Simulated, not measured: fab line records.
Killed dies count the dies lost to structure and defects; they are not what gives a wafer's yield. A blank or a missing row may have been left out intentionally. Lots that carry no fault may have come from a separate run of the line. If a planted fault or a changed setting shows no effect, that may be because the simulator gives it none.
Chamber matching || flow nand-harc || 4 sister chambers for NHARC_P_M0_CMP_23 on cmp-01
The step polishes, t overpolish 20 s, target thk 117.54 nm. 16 wafers are shown with their chamber, then 8 later ones without.

== WAFERS, EACH WITH ITS CHAMBER ==
{"wafer": "L718.1", "chamber": 2, "motor-current-A (A)": 11.2, "time-to-endpoint-s (s)": 31}
{"wafer": "L718.2", "chamber": 1, "motor-current-A (A)": 10.1, "time-to-endpoint-s (s)": 32}
{"wafer": "L718.6", "chamber": 0, "motor-current-A (A)": 13.8, "time-to-endpoint-s (s)": 32}
{"wafer": "L720.3", "chamber": 0, "motor-current-A (A)": 13.8, "time-to-endpoint-s (s)": 30}
{"wafer": "L720.4", "chamber": 2, "motor-current-A (A)": 11.5, "time-to-endpoint-s (s)": 30}
{"wafer": "L720.5", "chamber": 0, "motor-current-A (A)": 13.3, "time-to-endpoint-s (s)": 27}
{"wafer": "L721.1", "chamber": 2, "motor-current-A (A)": 11.2, "time-to-endpoint-s (s)": 31}
{"wafer": "L721.2", "chamber": 1, "motor-current-A (A)": 9.7, "time-to-endpoint-s (s)": 34}
{"wafer": "L721.4", "chamber": 3, "motor-current-A (A)": 12.4, "time-to-endpoint-s (s)": 32}
{"wafer": "L723.2", "chamber": 1, "motor-current-A (A)": 10.1, "time-to-endpoint-s (s)": 32}
{"wafer": "L723.3", "chamber": 0, "motor-current-A (A)": 13.6, "time-to-endpoint-s (s)": 29}
{"wafer": "L723.4", "chamber": 3, "motor-current-A (A)": 12.3, "time-to-endpoint-s (s)": 32}
{"wafer": "L724.2", "chamber": 2, "motor-current-A (A)": 11.8, "time-to-endpoint-s (s)": 32}
{"wafer": "L724.4", "chamber": 1, "motor-current-A (A)": 10.5, "time-to-endpoint-s (s)": 33}
{"wafer": "L724.6", "chamber": 2, "motor-current-A (A)": 12.0, "time-to-endpoint-s (s)": 33}
{"wafer": "L725.1", "chamber": 2, "motor-current-A (A)": 11.7, "time-to-endpoint-s (s)": 34}

SIGNATURES, as means of the wafers listed above
{"reading": "motor-current-A", "chamber 0": 13.625, "chamber 1": 10.100, "chamber 2": 11.567, "chamber 3": 12.350, "scatter within a chamber": 0.292}
{"reading": "time-to-endpoint-s", "chamber 0": 29.50, "chamber 1": 32.75, "chamber 2": 31.83, "chamber 3": 32.00, "scatter within a chamber": 1.49}
Rule: distance of a wafer from a chamber = root of the sum over the readings of ((wafer's reading minus chamber's mean) / reading's scatter) squared. If the next closest chamber is less than 2 further off than the closest, the wafer can't be placed; otherwise it belongs to the closest. The scatter: the root of (the sum of the squares of (reading less its chamber's mean) over the shown wafers, divided by (wafers less chambers)).

== WAFERS MISSING THEIR CHAMBER ==
{"wafer": "L725.5", "motor-current-A (A)": 12.5, "time-to-endpoint-s (s)": 32}
{"wafer": "L725.6", "motor-current-A (A)": 11.9, "time-to-endpoint-s (s)": 34}
{"wafer": "L728.2", "motor-current-A (A)": 12.9, "time-to-endpoint-s (s)": 33}
{"wafer": "L728.5", "motor-current-A (A)": 13.9, "time-to-endpoint-s (s)": 32}
{"wafer": "L728.6", "motor-current-A (A)": 9.9, "time-to-endpoint-s (s)": 34}
{"wafer": "L730.2", "motor-current-A (A)": 14.1, "time-to-endpoint-s (s)": 28}
{"wafer": "L730.4", "motor-current-A (A)": 11.3, "time-to-endpoint-s (s)": 32}
{"wafer": "L730.5", "motor-current-A (A)": 9.9, "time-to-endpoint-s (s)": 31}

== WHICH CHAMBER EACH WENT THROUGH ==
{"wafer": "L725.5", "from the rows above": 3, "in truth": 3}
{"wafer": "L725.6", "from the rows above": "can't be placed: 2 or 3", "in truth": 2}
{"wafer": "L728.2", "from the rows above": "can't be placed: 3 or 0", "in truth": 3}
{"wafer": "L728.5", "from the rows above": 0, "in truth": 0}
{"wafer": "L728.6", "from the rows above": 1, "in truth": 1}
{"wafer": "L730.2", "from the rows above": 0, "in truth": 0}
{"wafer": "L730.4", "from the rows above": 2, "in truth": 2}
{"wafer": "L730.5", "from the rows above": 1, "in truth": 1}
Placed correctly: 6 of 8. These rows do not allow placing 2 (true chamber among the candidates in 2). Placed wrongly: 0.
